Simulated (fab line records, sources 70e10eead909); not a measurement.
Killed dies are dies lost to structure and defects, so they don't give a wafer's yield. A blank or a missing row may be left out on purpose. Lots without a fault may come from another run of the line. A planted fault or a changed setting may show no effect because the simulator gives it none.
fab line records | flow nand_harc
record lots=23 wafers=69 last_day=34
route steps=1302 shown P_START@1 P_ZERO_WELL@17 P_GATE@145 P_CONTACT@238
lots that met no fault: from a run of the same line without faults
start_h: hours from the record's first day to the start of the lot's first wafer shown | wait_h: hours since the lot's step before | " the same as in the row above | L1.1+2: a row that stands for several wafers | - no value, or no start given | * or withheld: withheld | < > ~ a bound
route shown NAME@n: a module of which the file shows steps, and the number in the route of the first | usual: mean/standard deviation of fault-free wafers | same: alike in all rows | chamber/n: place in a boat | sites: the reading at each site | _std_site: their standard deviation | _edge_site: outer sites' mean less inner sites' | radius_mm: how far each site lies from the wafer's centre | mask NAME#n: copy n | behind: the tool/chamber that last shaped the wafer | hold: why the lot was held/for how many hours/how that ended | device: the transistor (n, p or np) that didn't switch | end of line: the same wafers' tests at the end of the route | a step without rows: its recipe alone | killed: dies lost to structure and defects at the first sort, not the wafer's yield | map: a wafer's dies, x killed, . not, _ none there
set.NAME: the setting as run; set.NAME@STEP: as run at that earlier step | model.NAME: the simulator's own value behind a step, which no gauge read
steps of the route over a sample of lots; a table a step, a row a wafer
services: from which hour (start_h, from the record's first day; less than 0 if before it) a tool's chamber was out of use, for how many hours, and why
## steps
# step NHARC_P_START_INSPECT_01
# usual raw_defect_count=3.4/2.1
# columns lot.wafer tool chamber start_h wait_h raw_defect_count
L074.2 defect_inspect-01 - 20.04 - 6
L074.4 " - " " 7
L074.5 " - " " 3
L075.2 defect_inspect-01 - 30.04 - 4
L075.4 " - " " 2
L075.5 " - " " 2
L076.1 defect_inspect-01 - 40.04 - 3
L076.2 " - " " 1
L076.6 " - " " 2
L077.1 defect_inspect-01 - 50.04 - 2
L077.4 " - " " 3
L077.6 " - " " 3
L078.1 defect_inspect-01 - 60.04 - 6
L078.3 " - " " 9
L078.5 " - " " 2
L079.4 defect_inspect-02 - 70.04 - 0
L079.5 " - " " 6
L079.6 " - " " 11
L080.2 defect_inspect-01 - 80.04 - 5
L080.4 " - " " 4
L080.5 " - " " 9
L081.2 defect_inspect-01 - 90.04 - 1
L081.4 " - " " 3
L081.5 " - " " 5
L082.1 defect_inspect-02 - 100.03 - 4
L082.3 " - " " 5
L082.4 " - " " 3
L083.2 defect_inspect-02 - 110.04 - 3
L083.3 " - " " 4
L083.4 " - " " 0
L084.3 defect_inspect-02 - 120.05 - 3
L084.4 " - " " 2
L084.5 " - " " 4
L085.1 defect_inspect-01 - 130.04 - 4
L085.2 " - " " 6
L085.6 " - " " 4
L086.3 defect_inspect-01 - 140.04 - 3
L086.5 " - " " 0
L086.6 " - " " 2
L088.2 defect_inspect-02 - 160.04 - 5
L088.3 " - " " 4
L088.4 " - " " 4
L089.3 defect_inspect-02 - 170.05 - 6
L089.4 " - " " 3
L089.6 " - " " 8
L090.4 defect_inspect-01 - 180.04 - 4
L090.5 " - " " 1
L090.6 " - " " 3
L091.1 defect_inspect-01 - 190.04 - 1
L091.3 " - " " 3
L091.5 " - " " 2
L092.1 defect_inspect-01 - 200.04 - 9
L092.4 " - " " 1
L092.5 " - " " 3
L093.2 defect_inspect-02 - 210.04 - 2
L093.4 " - " " 3
L093.5 " - " " 3
L094.2 defect_inspect-02 - 220.04 - 7
L094.4 " - " " 7
L094.5 " - " " 1
L095.4 defect_inspect-02 - 230.04 - 5
L095.5 " - " " 4
L095.6 " - " " 6
L096.2 defect_inspect-01 - 240.04 - 3
L096.4 " - " " 1
L096.5 " - " " 1
L097.1 defect_inspect-02 - 250.04 - 5
L097.2 " - " " 5
L097.5 " - " " 1
# step NHARC_P_ZERO_WELL_ETCH_65
# recipe target_depth_a=800 overetch_a=240 time_s=87.88 ion_energy_ev=200 n2_flow_sccm=150 h2_flow_sccm=150 ar_flow_sccm=0 rf_w=400 bias_w=150 chemistry=N2/H2
# usual drypump_motor_current_A=6.0/0.47 oes_product_au=1.004/0.0096 rf_fwd_power_W=397.2/1.6 rf_vpp_V=430.6/2.5 showerhead_plenum_p_Torr=2.04/0.084 throttle_valve_pct=14.171/0.0092
# columns lot.wafer tool chamber start_h wait_h drypump_motor_current_A oes_product_au rf_fwd_power_W rf_hours_counter_h rf_vpp_V showerhead_plenum_p_Torr throttle_valve_pct
L074.4 rie_diel-05 2 21.48 0.1 5.8 1.026 396.5 45 430.3 2.02 14.164
L074.2 " 0 " " 6.7 1.014 397.6 50 426.7 1.93 14.185
L074.5 " 3 " " 5.2 1.012 396.0 - 432.2 2.09 14.181
L075.2 rie_diel-02 1 31.39 0.1 5.9 1.005 396.2 42 429.8 2.00 14.181
L075.4 " 3 " " 6.1 1.014 394.9 50 432.7 2.07 14.172
L075.5 " 1 " " 6.0 0.994 396.0 - 428.1 2.00 14.180
L076.2 rie_diel-03 3 41.41 0.1 6.3 1.009 396.0 32 431.2 2.08 14.165
L076.1 " 1 " " 5.6 1.002 396.5 35 433.7 2.15 14.168
L076.6 " 2 " " 6.6 1.005 394.8 - 427.8 1.94 14.177
L077.1 rie_diel-05 1 51.69 0.3 6.2 0.996 396.7 62 432.2 2.16 14.173
L077.6 " 1 " " 6.2 0.995 397.3 - 434.4 2.16 14.167
L077.4 " 2 " " 5.8 1.008 396.0 - 430.5 2.02 14.180
L078.1 rie_diel-02 0 61.37 0.1 5.5 1.010 397.5 1 433.9 2.13 14.168
L078.3 " 1 " " 6.0 1.016 398.9 5 428.1 2.00 14.183
L078.5 " 3 " " 6.1 0.994 397.2 - 431.0 2.06 14.166
L079.4 rie_diel-05 2 71.49 0.1 5.8 1.010 398.8 3 428.1 2.01 14.167
L079.6 " 0 " " 6.7 1.006 398.9 - 427.8 1.92 14.175
L079.5 " 1 " " 6.2 0.996 397.8 - 434.2 2.16 14.166
L080.2 rie_diel-05 2 81.62 0.2 5.8 1.013 399.5 6 429.9 2.01 14.176
L080.4 " 1 " " 6.2 0.998 399.4 6 433.4 2.16 14.159
L080.5 " 3 " " 5.2 1.012 394.3 - 431.9 2.09 14.171
L081.4 rie_diel-05 0 91.82 0.1 6.8 1.000 399.1 10 427.0 1.92 14.162
L081.2 " 1 " " 6.2 0.993 397.6 8 433.4 2.16 14.187
L081.5 " 1 " " 6.2 0.995 396.9 - 434.4 2.16 14.164
L082.3 rie_diel-05 0 101.58 0.2 6.7 1.003 400.8 16 428.6 1.92 14.159
L082.1 " 1 " " 6.2 0.994 397.1 15 434.9 2.16 14.178
L082.4 " 3 " " 5.2 1.012 396.6 14 432.3 2.09 14.173
L083.4 rie_diel-02 3 111.63 0.1 6.1 1.003 395.3 21 433.2 2.06 14.177
L083.3 " 0 " " 5.6 0.999 399.7 18 431.1 2.12 14.173
L083.2 " 1 " " 6.0 1.002 398.3 17 428.4 1.99 14.180
L084.4 rie_diel-03 2 121.42 0.1 6.6 1.003 396.4 2 427.8 1.93 14.184
L084.3 " 3 " " 6.3 1.008 396.2 2 430.9 2.07 14.198
L084.5 " 3 " " 6.3 1.005 396.7 - 431.9 2.07 14.176
L085.2 rie_diel-05 3 131.49 0.1 5.2 1.013 395.6 21 431.4 2.08 14.174
L085.1 " 1 " " 6.2 0.996 398.7 19 434.9 2.16 14.166
L085.6 " 2 " " 5.8 1.010 398.7 - 428.0 2.01 14.170
L086.3 rie_diel-05 2 142.16 0.6 5.8 1.013 397.1 22 430.2 2.01 14.155
L086.6 " 0 " " 6.8 0.998 399.0 - 426.0 1.92 14.169
L086.5 " 1 " " 6.2 0.968 399.2 - 432.4 2.16 14.160
L088.2 rie_diel-03 2 161.48 0.1 6.6 1.002 396.6 17 427.5 1.93 14.179
L088.4 " 0 " " 5.7 0.989 398.2 14 431.0 2.10 14.167
L088.3 " 1 " " 5.6 1.008 398.2 16 431.9 2.14 14.182
L089.3 rie_diel-03 0 171.78 0.4 5.7 0.999 396.6 18 431.6 2.10 14.155
L089.4 " 1 " " 5.6 1.011 397.9 20 432.6 2.13 14.166
L089.6 " 2 " " 6.6 1.005 396.9 - 426.8 1.92 14.159
L090.4 rie_diel-05 0 181.36 0.1 6.7 1.011 398.4 41 428.3 1.91 14.145
L090.6 " 0 " " 6.7 1.007 398.8 - 426.8 1.91 14.167
L090.5 " 1 " " 6.2 0.973 400.8 - 433.0 2.15 14.179
L091.1 rie_diel-05 2 191.37 0.1 5.8 1.003 398.0 38 428.5 2.00 14.175
L091.3 " 0 " " 6.7 1.001 397.9 43 426.4 1.91 14.170
L091.5 " 1 " " 6.2 0.976 397.2 - 433.0 2.15 14.173
L092.1 rie_diel-03 3 201.48 0.1 6.3 1.017 395.7 28 430.5 2.06 14.177
L092.4 " 0 " " 5.7 0.995 395.0 27 431.9 2.09 14.164
L092.5 " 0 " " 5.7 1.006 395.4 - 433.1 2.09 14.163
L093.4 rie_diel-05 3 211.49 0.1 5.2 1.007 397.4 49 432.1 2.07 14.173
L093.2 " 2 " " 5.8 1.006 397.8 44 429.8 2.00 14.186
L093.5 " 3 " " 5.2 1.005 396.6 - 430.9 2.07 14.178
L094.4 rie_diel-05 1 222.20 0.2 6.2 0.990 398.9 51 433.2 2.14 14.186
L094.2 " 2 " " 5.8 1.000 399.4 50 429.4 2.00 14.172
L094.5 " 0 " " 6.7 1.003 398.1 - 427.7 1.91 14.187
L095.4 rie_diel-03 2 231.51 0.1 6.7 1.015 394.2 41 428.2 1.92 14.164
L095.5 " 0 " " 5.7 0.998 396.5 - 430.9 2.09 14.172
L095.6 " 1 " " 5.6 1.020 396.0 - 433.1 2.13 14.162
L096.4 rie_diel-03 2 241.49 0.1 6.7 1.005 395.6 45 427.6 1.92 14.165
L096.2 " 1 " " 5.6 1.012 400.9 45 433.1 2.13 14.195
L096.5 " 3 " " 6.3 1.008 397.9 - 432.0 2.06 14.179
L097.2 rie_diel-02 2 251.48 0.1 6.0 0.993 395.6 10 428.3 1.93 14.182
L097.1 " 3 " " 6.1 1.008 396.4 12 431.7 2.04 14.146
L097.5 " 2 " " 6.0 0.994 397.0 - 427.3 1.93 14.159
# step NHARC_P_GATE_ETCH_104
# recipe target_depth_a=600 time_s=withheld cf4_flow_sccm=100 chf3_flow_sccm=30 ar_flow_sccm=0 rf_w=500 bias_w=200 chemistry=CF4/CHF3
# usual drypump_motor_current_A=5.8/0.36 oes_product_au=0.945/0.023 rf_fwd_power_W=492.9/2.6 rf_vpp_V=370.8/2.4 showerhead_plenum_p_Torr=1.58/0.066 throttle_valve_pct=16.802/0.0097
# columns lot.wafer tool chamber start_h wait_h drypump_motor_current_A oes_product_au rf_fwd_power_W rf_vpp_V showerhead_plenum_p_Torr throttle_valve_pct
L074.4 rie_diel-09 1 96.98 0.1 6.0 0.922 496.4 371.8 1.56 16.785
L074.2 " 2 " " 6.4 0.928 492.2 367.3 1.50 16.808
L074.5 " 2 " " 6.4 0.929 495.9 367.4 1.50 16.806
L075.4 rie_diel-10 3 109.90 0.1 5.6 0.965 496.1 368.9 1.50 16.807
L075.2 " 0 " " 6.0 0.964 493.3 374.7 1.66 16.810
L075.5 " 2 " " 5.4 0.957 495.2 371.0 1.56 16.825
L076.1 rie_diel-10 1 118.19 0.1 5.5 0.978 493.0 374.7 1.65 16.815
L076.2 " 0 " " 6.0 0.965 494.5 374.2 1.66 16.815
L076.6 " 1 " " 5.5 0.965 492.8 372.9 1.65 16.796
L077.4 rie_diel-09 3 130.00 0.1 5.6 0.966 486.3 370.4 1.59 16.819
L077.1 " 1 " " 6.0 0.984 497.5 370.3 1.56 16.803
L077.6 " 2 " " 6.4 0.965 493.3 367.3 1.50 16.811
L078.1 rie_diel-09 2 130.75 0.1 6.4 0.936 493.9 368.3 1.50 16.804
L078.3 " 3 " " 5.5 0.931 489.7 371.7 1.59 16.797
L078.5 " 3 " " 5.5 0.931 490.0 370.8 1.59 16.813
L079.4 rie_diel-10 0 143.57 0.1 6.0 0.984 494.4 373.9 1.66 16.789
L079.5 " 2 " " 5.4 0.952 494.1 370.0 1.56 16.791
L079.6 " 3 " " 5.6 0.969 494.2 367.9 1.50 16.825
L080.4 rie_diel-09 1 160.83 0.1 6.0 0.963 493.1 370.3 1.56 16.789
L080.2 " 0 " " 5.6 0.947 489.5 373.6 1.69 16.808
L080.5 " 2 " " 6.4 0.926 490.3 366.1 1.49 16.799
L081.4 rie_diel-10 3 166.62 0.1 5.6 0.971 494.4 367.5 1.50 16.796
L081.2 " 1 " " 5.5 0.984 493.1 374.3 1.65 16.807
L081.5 " 0 " " 6.0 0.964 492.7 373.3 1.66 16.812
L082.3 rie_diel-10 3 179.64 0.1 5.6 0.934 496.7 368.3 1.50 16.791
L082.4 " 0 " " 6.0 0.945 490.2 371.6 1.66 16.796
L082.1 " 1 " " 5.5 0.940 494.2 373.1 1.65 16.805
L083.2 rie_diel-10 3 189.41 0.1 5.6 0.939 496.0 369.1 1.50 16.810
L083.3 " 0 " " 6.0 0.938 493.4 372.5 1.66 16.781
L083.4 " 2 " " 5.4 0.918 494.9 369.2 1.56 16.809
L084.3 rie_diel-10 1 200.11 0.1 5.5 0.934 493.7 373.7 1.65 16.809
L084.4 " 2 " " 5.4 0.916 494.7 371.1 1.56 16.797
L084.5 " 2 " " 5.4 0.931 493.4 369.3 1.56 16.802
L085.2 rie_diel-10 3 204.88 0.1 5.6 0.966 494.2 367.3 1.50 16.800
L085.1 " 2 " " 5.4 0.957 494.0 369.3 1.56 16.793
L085.6 " 3 " " 5.6 0.980 494.0 368.0 1.50 16.799
L086.3 rie_diel-01 0 218.77 0.1 5.2 0.972 497.0 368.0 1.54 16.801
L086.5 " 1 " " 5.3 0.958 493.5 370.3 1.52 16.798
L086.6 " 2 " " 6.0 0.965 490.8 373.3 1.65 16.794
L088.2 rie_diel-09 0 238.08 0.1 5.6 0.966 489.4 373.3 1.68 16.793
L088.3 " 1 " " 6.0 0.980 498.1 370.1 1.56 16.814
L088.4 " 2 " " 6.4 0.952 494.1 368.1 1.49 16.799
L089.4 rie_diel-09 2 245.23 0.1 6.4 0.908 494.4 367.8 1.49 16.801
L089.3 " 0 " " 5.6 0.908 487.2 375.6 1.68 16.804
L089.6 " 2 " " 6.4 0.917 495.0 367.5 1.49 16.793
L090.4 rie_diel-09 1 259.28 0.1 6.0 0.971 495.0 370.5 1.56 16.789
L090.6 " 1 " " 6.0 0.967 493.7 372.2 1.56 16.793
L090.5 " 2 " " 6.4 0.962 491.2 368.8 1.49 16.794
L091.1 rie_diel-09 3 271.48 0.1 5.5 0.915 489.6 369.7 1.59 16.795
L091.3 " 1 " " 6.0 0.928 491.9 369.8 1.56 16.809
L091.5 " 0 " " 5.6 0.916 489.5 373.8 1.68 16.799
L092.1 rie_diel-01 2 272.13 0.1 6.0 0.948 494.4 373.2 1.65 16.796
L092.4 " 0 " " 5.2 0.951 492.7 370.0 1.54 16.815
L092.5 " 3 " " 6.2 0.954 488.4 372.8 1.62 16.812
L093.4 rie_diel-01 0 286.65 0.1 5.2 0.923 495.2 370.0 1.54 16.808
L093.2 " 1 " " 5.3 0.919 492.4 370.4 1.52 16.793
L093.5 " 0 " " 5.2 0.915 495.8 368.7 1.54 16.812
L094.4 rie_diel-10 1 303.44 0.1 5.5 0.937 494.9 372.2 1.65 16.806
L094.2 " 0 " " 6.0 0.939 490.2 371.9 1.66 16.804
L094.5 " 2 " " 5.4 0.937 495.5 369.8 1.56 16.812
L095.4 rie_diel-09 1 305.96 0.1 6.0 0.929 496.2 370.3 1.56 16.813
L095.5 " 2 " " 6.4 0.922 493.9 367.8 1.49 16.806
L095.6 " 3 " " 5.5 0.907 489.9 370.2 1.59 16.802
L096.2 rie_diel-10 2 316.45 0.1 5.4 0.957 494.1 369.6 1.56 16.790
L096.4 " 1 " " 5.5 0.987 494.0 372.6 1.65 16.809
L096.5 " 2 " " 5.4 0.957 494.3 371.2 1.56 16.793
L097.2 rie_diel-01 2 328.97 0.1 6.0 0.912 493.1 372.2 1.65 16.801
L097.1 " 3 " " 6.2 0.930 491.0 372.2 1.62 16.817
L097.5 " 3 " " 6.2 0.923 490.5 371.6 1.62 16.803
# step NHARC_P_GATE_STRIP_95
# recipe power_w=1500 temp_c=250 chemistry=O2
# usual drypump_motor_current_A=5.3/0.5 heater_power_w=311/29 rf_refl_power_W=23/3.3 temp_c=250.00/0.21
# columns lot.wafer tool chamber start_h wait_h drypump_motor_current_A heater_power_w rf_hours_counter_h rf_refl_power_W temp_c
L074.2 plasma_asher-02 1 114.07 0.6 4.7 347 6 26 249.97
L074.4 " 0 " " 4.9 294 - 25 250.15
L074.5 " 1 " " 4.7 337 - 27 250.00
L075.2 plasma_asher-02 1 126.40 0.5 4.7 343 8 27 249.81
L075.4 " 1 " " 4.7 345 - 26 250.13
L075.5 " 1 " " 4.7 341 - 26 249.91
L076.2 plasma_asher-01 1 134.76 0.6 5.9 345 30 24 249.86
L076.1 " 0 " " 5.7 269 30 18 249.89
L076.6 " 0 " " 5.7 274 - 18 249.92
L077.1 plasma_asher-01 0 146.47 0.6 5.8 269 33 18 249.87
L077.4 " 1 " " 5.9 351 - 24 250.33
L077.6 " 1 " " 5.9 342 - 24 249.91
L078.1 plasma_asher-01 0 147.25 0.6 5.7 257 34 17 250.10
L078.3 " 0 " " 5.8 271 - 17 249.88
L078.5 " 0 " " 5.8 267 - 19 249.82
L079.4 plasma_asher-02 0 161.86 0.4 4.9 294 - 25 249.86
L079.6 " 0 " " 4.9 300 - 25 249.89
L079.5 " 1 " " 4.7 350 - 27 249.85
L080.2 plasma_asher-02 1 176.95 0.6 4.7 340 20 26 250.23
L080.4 " 0 " " 4.9 303 - 26 250.10
L080.5 " 1 " " 4.7 347 - 26 250.07
L081.2 plasma_asher-01 1 183.06 0.6 5.9 323 3 24 250.37
L081.4 " 0 " " 5.8 274 - 18 249.88
L081.5 " 0 " " 5.7 272 - 18 249.86
L082.1 plasma_asher-01 1 195.84 0.5 5.9 336 5 24 250.05
L082.3 " 0 " " 5.7 270 - 17 250.07
L082.4 " 1 " " 5.9 325 - 24 249.84
L083.2 plasma_asher-02 0 207.98 0.6 4.9 290 26 26 250.15
L083.4 " 0 " " 4.9 300 - 26 250.33
L083.3 " 1 " " 4.7 345 - 27 250.07
L084.3 plasma_asher-02 0 216.50 0.4 4.9 292 - 25 249.87
L084.4 " 1 " " 4.7 342 - 27 250.06
L084.5 " 0 " " 4.9 290 - 24 249.84
L085.2 plasma_asher-02 1 221.19 0.6 4.7 344 29 26 249.81
L085.1 " 0 " " 4.9 296 29 24 250.26
L085.6 " 1 " " 4.7 337 - 26 250.04
L086.3 plasma_asher-01 0 235.08 0.3 5.8 267 - 18 249.94
L086.5 " 1 " " 5.8 318 - 24 250.05
L086.6 " 0 " " 5.8 271 - 18 250.13
L088.2 plasma_asher-01 1 254.65 0.5 5.8 314 18 24 249.76
L088.3 " 0 " " 5.8 269 - 17 250.28
L088.4 " 1 " " 5.9 320 - 24 249.84
L089.3 plasma_asher-01 0 261.59 0.4 5.8 272 - 17 249.89
L089.4 " 1 " " 5.9 314 - 24 249.95
L089.6 " 1 " " 5.9 325 - 25 250.07
L090.4 plasma_asher-02 0 275.70 0.3 4.9 312 - 24 250.34
L090.6 " 1 " " 4.7 351 - 25 249.94
L090.5 " 0 " " 4.9 292 - 25 250.59
L091.1 plasma_asher-02 0 287.84 0.6 4.9 297 6 25 249.64
L091.3 " 0 " " 4.9 299 - 25 249.54
L091.5 " 1 " " 4.7 360 - 26 250.09
L092.1 plasma_asher-01 1 288.65 0.5 5.9 320 25 24 249.92
L092.4 " 1 " " 5.9 328 - 23 249.81
L092.5 " 1 " " 5.9 318 - 24 250.03
L093.2 plasma_asher-01 1 302.89 0.5 5.8 325 27 24 250.23
L093.4 " 0 " " 5.8 267 - 18 249.95
L093.5 " 1 " " 5.9 323 - 24 250.17
L094.2 plasma_asher-02 0 319.45 0.5 4.9 295 11 25 249.81
L094.4 " 0 " " 4.9 295 - 24 249.68
L094.5 " 1 " " 4.7 356 - 26 250.30
L095.4 plasma_asher-01 0 322.16 0.3 5.8 271 - 17 250.14
L095.6 " 1 " " 5.9 318 - 23 249.96
L095.5 " 0 " " 5.8 282 - 18 250.14
L096.2 plasma_asher-02 0 332.71 0.6 4.9 294 14 25 250.38
L096.4 " 1 " " 4.7 355 - 26 250.19
L096.5 " 1 " " 4.7 356 - 26 249.96
L097.1 plasma_asher-02 0 345.38 0.6 4.9 299 17 25 250.12
L097.2 " 1 " " 4.7 349 17 26 249.89
L097.5 " 0 " " 4.9 299 - 25 249.81
# step NHARC_P_GATE_RTA_64
# recipe temp_c=1050 time_s=1
# usual lamp_power_pct=36.2/1.6 lamp_zone_3_pct=36.2/1.6 wafer_temp_C_max=1056.9/1.6
# columns lot.wafer tool chamber start_h wait_h lamp_power_pct lamp_zone_3_pct wafer_temp_C_max
L074.2 rtp_anneal-02 0 114.66 - 35.2 35.2 1057.2
L074.4 " 0 " " 35.1 35.2 1056.2
L074.5 " 0 " " 35.2 35.2 1058.0
L075.2 rtp_anneal-01 0 126.98 - 38.7 38.6 1053.4
L075.4 " 0 " " 38.7 38.7 1054.6
L075.5 " 0 " " 38.7 38.7 1054.1
L076.1 rtp_anneal-02 0 135.33 - 35.2 35.2 1058.1
L076.2 " 0 " " 35.1 35.2 1056.7
L076.6 " 0 " " 35.2 35.1 1056.8
L077.1 rtp_anneal-02 0 147.04 - 35.2 35.2 1057.4
L077.4 " 0 " " 35.2 35.2 1056.7
L077.6 " 0 " " 35.2 35.1 1056.8
L078.1 rtp_anneal-02 0 147.82 - 35.2 35.2 1058.0
L078.3 " 0 " " 35.2 35.2 1057.1
L078.5 " 0 " " 35.2 35.2 1059.7
L079.4 rtp_anneal-01 0 162.49 - 38.7 38.8 1056.6
L079.5 " 0 " " 38.8 38.7 1055.1
L079.6 " 0 " " 38.8 38.7 1054.6
L080.2 rtp_anneal-02 0 177.54 - 35.2 35.2 1057.6
L080.4 " 0 " " 35.1 35.1 1057.3
L080.5 " 0 " " 35.2 35.2 1059.4
L081.2 rtp_anneal-02 0 183.65 - 35.2 35.2 1054.5
L081.4 " 0 " " 35.2 35.2 1058.6
L081.5 " 0 " " 35.2 35.2 1057.9
L082.1 rtp_anneal-01 0 196.39 - 38.7 38.7 1056.3
L082.3 " 0 " " 38.7 38.7 1054.5
L082.4 " 0 " " 38.8 38.6 1055.1
L083.2 rtp_anneal-02 0 208.57 - 35.2 35.2 1057.6
L083.3 " 0 " " 35.1 35.2 1057.4
L083.4 " 0 " " 35.1 35.2 1057.2
L084.3 rtp_anneal-02 0 217.10 - 35.2 35.1 1056.0
L084.4 " 0 " " 35.2 35.1 1057.4
L084.5 " 0 " " 35.2 35.0 1061.7
L085.1 rtp_anneal-02 0 221.75 - 35.2 35.1 1054.9
L085.2 " 0 " " 35.2 35.2 1056.6
L085.6 " 0 " " 35.2 35.2 1057.5
L086.3 rtp_anneal-02 0 235.66 - 35.2 35.2 1058.3
L086.5 " 0 " " 35.1 35.2 1057.8
L086.6 " 0 " " 35.2 35.2 1058.6
L088.2 rtp_anneal-01 0 255.22 - 38.7 38.8 1054.8
L088.3 " 0 " " 38.7 38.7 1055.6
L088.4 " 0 " " 38.7 38.7 1055.9
L089.3 rtp_anneal-02 0 262.19 - 35.3 35.2 1057.5
L089.4 " 0 " " 35.2 35.2 1057.3
L089.6 " 0 " " 35.2 35.1 1058.6
L090.4 rtp_anneal-02 0 276.32 - 35.2 35.2 1060.1
L090.5 " 0 " " 35.2 35.2 1057.9
L090.6 " 0 " " 35.2 35.2 1058.7
L091.1 rtp_anneal-01 0 288.41 - 38.8 38.8 1053.6
L091.3 " 0 " " 38.7 38.8 1054.7
L091.5 " 0 " " 38.8 38.7 1055.9
L092.1 rtp_anneal-01 0 289.20 - 38.7 38.7 1056.1
L092.4 " 0 " " 38.7 38.8 1055.0
L092.5 " 0 " " 38.7 38.8 1055.4
L093.2 rtp_anneal-02 0 303.47 - 35.2 35.2 1056.5
L093.4 " 0 " " 35.3 35.3 1056.2
L093.5 " 0 " " 35.1 35.2 1058.9
L094.2 rtp_anneal-02 0 320.03 - 35.2 35.2 1057.6
L094.4 " 0 " " 35.2 35.1 1058.9
L094.5 " 0 " " 35.2 35.1 1057.8
L095.4 rtp_anneal-02 0 322.77 - 35.1 35.2 1058.0
L095.5 " 0 " " 35.2 35.1 1055.3
L095.6 " 0 " " 35.2 35.2 1059.2
L096.2 rtp_anneal-01 0 333.30 - 38.7 38.7 1056.2
L096.4 " 0 " " 38.7 38.7 1056.1
L096.5 " 0 " " 38.8 38.7 1053.2
L097.1 rtp_anneal-02 0 345.95 - 35.1 35.2 1055.7
L097.2 " 0 " " 35.2 35.2 1057.1
L097.5 " 0 " " 35.2 35.2 1057.4
# step NHARC_P_CONTACT_ETCH_18
# recipe target_depth_a=4810 time_s=240.5 c4f8_flow_sccm=20 o2_flow_sccm=10 ar_flow_sccm=withheld rf_w=600 bias_w=1500 chemistry=C4F8/O2/Ar
# usual oes_product_au=0.962/0.017 rf_fwd_power_W=598.6/1.9 rf_vpp_V=976/4.2
# columns lot.wafer tool chamber start_h wait_h oes_product_au rf_fwd_power_W rf_hours_counter_h rf_vpp_V
L074.4 rie_diel-08 2 - - 0.974 600.8 2.6 972
L074.2 " 3 " " 0.940 598.2 2.5 981
L074.5 " 1 " " 0.995 598.9 - 978
L075.4 rie_diel-08 0 - - 0.964 597.3 3.0 983
L075.2 " 2 " " 0.948 600.1 3.0 970
L075.5 " 3 " " 0.943 597.0 - 979
L076.2 rie_diel-08 2 - - 0.987 599.0 3.5 970
L076.1 " 3 " " 0.950 597.1 3.6 980
L076.6 " 0 " " 0.967 599.5 - 982
L077.4 rie_diel-11 1 - - 0.980 601.0 1.2 985
L077.1 " 3 " " 0.956 596.8 1.3 974
L077.6 " 1 " " 0.977 600.0 - 986
L078.3 rie_diel-06 2 - - 0.971 600.3 0.5 974
L078.1 " 3 " " 0.961 600.4 0.3 975
L078.5 " 2 " " 0.969 598.7 - 973
L079.4 rie_diel-11 3 - - 0.964 598.0 1.7 974
L079.6 " 2 " " 0.961 594.6 - 977
L079.5 " 3 " " 0.961 603.2 - 974
L080.2 rie_diel-08 2 - - 0.964 600.6 4.4 971
L080.4 " 3 " " 0.948 599.5 4.6 979
L080.5 " 2 " " 0.972 600.8 - 970
L081.2 rie_diel-06 3 - - 0.962 597.6 3.1 978
L081.4 " 1 " " 0.968 599.2 3.0 971
L081.5 " 0 " " 0.972 600.5 - 974
L082.4 rie_diel-06 3 - - 0.944 597.2 3.7 977
L082.1 " 0 " " 0.939 599.0 4.0 975
L082.3 " 1 " " 0.965 597.5 3.5 972
L083.4 rie_diel-11 3 - - 0.921 596.5 2.7 972
L083.3 " 0 " " 0.950 599.6 2.8 973
L083.2 " 1 " " 0.928 598.5 3.0 986
L084.4 rie_diel-06 3 - - 0.955 598.0 5.5 976
L084.3 " 2 " " 0.986 596.6 5.3 973
L084.5 " 3 " " 0.962 600.2 - 979
L085.1 rie_diel-06 0 - - 0.952 596.1 5.5 974
L085.2 " 1 " " 0.971 598.6 5.3 973
L085.6 " 1 " " 0.972 597.8 - 973
L086.3 rie_diel-11 2 - - 0.968 598.9 3.6 978
L086.5 " 3 " " 0.959 600.7 - 974
L086.6 " 0 " " 0.980 599.9 - 974
L088.4 rie_diel-08 2 - - 0.961 602.4 1.4 969
L088.3 " 0 " " 0.961 598.2 1.1 983
L088.2 " 1 " " 0.957 596.9 1.5 978
L089.3 rie_diel-11 3 - - 0.961 601.3 0.2 972
L089.4 " 0 " " 0.970 602.8 0.3 973
L089.6 " 2 " " 0.990 596.6 - 977
L090.4 rie_diel-06 0 - - 0.946 600.7 7.3 974
L090.5 " 3 " " 0.948 600.9 - 976
L090.6 " 0 " " 0.951 600.1 - 973
L091.1 rie_diel-08 0 - - 0.961 596.3 1.8 983
L091.3 " 1 " " 0.976 598.4 2.3 979
L091.5 " 3 " " 0.953 601.3 - 980
L092.4 rie_diel-06 3 - - 0.948 597.4 8.1 976
L092.1 " 0 " " 0.949 597.5 8.0 975
L092.5 " 2 " " 0.951 598.2 - 973
L093.4 rie_diel-06 1 - - 0.948 597.6 8.5 973
L093.2 " 2 " " 0.964 598.7 8.6 974
L093.5 " 0 " " 0.965 595.1 - 975
L094.2 rie_diel-08 0 - - 0.926 599.5 2.9 985
L094.5 " 0 " " 0.930 598.3 - 983
L094.4 " 1 " " 0.932 598.7 - 980
L095.4 rie_diel-06 2 - - 0.956 600.8 0.8 973
L095.6 " 0 " " 0.968 598.0 - 974
L095.5 " 1 " " 0.953 599.5 - 971
L096.4 rie_diel-08 1 - - 0.977 599.4 3.9 979
L096.2 " 3 " " 0.962 594.1 3.6 980
L096.5 " 1 " " 0.977 599.5 - 980
L097.2 rie_diel-06 3 - - 0.980 595.6 2.4 976
L097.1 " 0 " " 0.935 594.7 2.3 974
L097.5 " 3 " " 0.979 599.4 - 976
## services
# columns tool chamber start_h hours kind
rtp_anneal-02 - 12.00 12.0 pm
rie_diel-05 3 43.36 10.7 repair
rie_diel-05 0 44.80 4.6 repair
rie_diel-10 0 46.75 5.2 repair
rie_diel-05 - 52.83 9.0 pm
rie_diel-06 0 54.59 64.1 repair
rie_diel-06 1 61.90 5.6 repair
rie_diel-10 - 65.52 9.0 pm
plasma_asher-02 - 72.06 9.0 pm
rie_diel-06 1 72.94 9.8 repair
rie_diel-06 3 86.00 2.5 repair
rie_diel-06 3 103.68 9.7 repair
rie_diel-10 2 115.16 7.7 repair
rie_diel-06 - 130.20 9.0 pm
rie_diel-05 2 161.92 3.4 repair
plasma_asher-01 - 165.09 9.0 pm
plasma_asher-02 - 167.04 3.4 repair
plasma_asher-02 - 206.32 0.9 repair
rie_diel-05 - 229.85 9.0 pm
rie_diel-06 2 242.02 2.1 repair
rie_diel-05 - 243.11 18.7 repair
plasma_asher-02 - 249.06 9.0 pm
plasma_asher-01 - 311.13 2.2 repair
plasma_asher-01 - 342.09 9.0 pm
## key
fault none
